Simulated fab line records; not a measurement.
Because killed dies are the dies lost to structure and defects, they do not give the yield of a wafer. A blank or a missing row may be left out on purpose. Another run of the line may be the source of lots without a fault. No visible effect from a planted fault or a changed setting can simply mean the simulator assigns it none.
Matching of chambers | flow n5_finfet | 4 sister chambers for N5_DUMMY_REMOVAL_HM_STRIP_01 on rie_diel-06
The step strips SiNx in CH3F/O2, stops on poly-Si, target depth 4 nm, time 6.8 s. 18 wafers are shown with their chamber, then 8 later ones without.

EACH WAFER AND ITS CHAMBER
wafer  | chamber | drypump_motor_current_A (A) | showerhead_plenum_p_Torr (Torr) | oes_product_au (a.u.)
L076.1 | 3       | 6.5                         | 2.06                            | 0.60
L076.2 | 2       | 5.9                         | 2.12                            | 0.66
L076.3 | 1       | 6.0                         | 2.10                            | 0.62
L077.1 | 2       | 5.9                         | 2.12                            | 0.65
L077.2 | 3       | 6.4                         | 2.06                            | 0.60
L077.4 | 0       | 5.6                         | 2.01                            | 0.63
L078.1 | 3       | 6.5                         | 2.06                            | 0.60
L078.5 | 3       | 6.4                         | 2.06                            | 0.60
L078.6 | 0       | 5.6                         | 2.01                            | 0.63
L079.2 | 2       | 5.9                         | 2.12                            | 0.66
L079.3 | 0       | 5.6                         | 2.00                            | 0.63
L079.5 | 3       | 6.4                         | 2.06                            | 0.60
L080.2 | 2       | 5.9                         | 2.12                            | 0.66
L080.3 | 1       | 6.0                         | 2.10                            | 0.61
L080.6 | 0       | 5.6                         | 2.00                            | 0.62
L085.1 | 0       | 5.6                         | 2.00                            | 0.62
L085.4 | 2       | 5.9                         | 2.11                            | 0.64
L085.6 | 0       | 5.6                         | 2.00                            | 0.62

SIGNATURES (means of the wafers above)
reading                  | chamber 0 | chamber 1 | chamber 2 | chamber 3 | scatter within a chamber
drypump_motor_current_A  | 5.600     | 6.000     | 5.900     | 6.440     | 0.0293
showerhead_plenum_p_Torr | 2.0033    | 2.1000    | 2.1180    | 2.0600    | 0.0039
oes_product_au           | 0.6250    | 0.6150    | 0.6540    | 0.6000    | 0.00609
Rule: for a wafer and a chamber, the distance is found by dividing, reading by reading, the gap between the wafer's reading and the chamber's mean by the reading's scatter, squaring, summing and taking the root. If the next closest chamber is less than 2 further off than the closest, the wafer can't be placed; otherwise it belongs to the closest. How the scatter is found: for the shown wafers, subtract from each reading the mean of its chamber, square and add these, divide the total by (wafers less chambers), then take the root.

WAFERS WITH NO CHAMBER GIVEN
wafer  | drypump_motor_current_A (A) | showerhead_plenum_p_Torr (Torr) | oes_product_au (a.u.)
L091.5 | 5.8                         | 2.11                            | 0.64
L091.6 | 6.4                         | 2.05                            | 0.57
L094.4 | 5.9                         | 2.11                            | 0.64
L094.5 | 6.0                         | 2.09                            | 0.59
L094.6 | 5.9                         | 2.11                            | 0.64
L096.1 | 6.5                         | 2.05                            | 0.58
L096.5 | 5.6                         | 2.00                            | 0.61
L096.6 | 6.4                         | 2.05                            | 0.58

CHAMBER TAKEN BY EACH
wafer  | from the rows above | in truth
L091.5 | 2                   | 2
L091.6 | 3                   | 3
L094.4 | 2                   | 2
L094.5 | 1                   | 1
L094.6 | 2                   | 2
L096.1 | 3                   | 3
L096.5 | 0                   | 0
L096.6 | 3                   | 3
8 of 8 placed correctly. Not placeable from these rows: 0. Placed wrongly: 0.
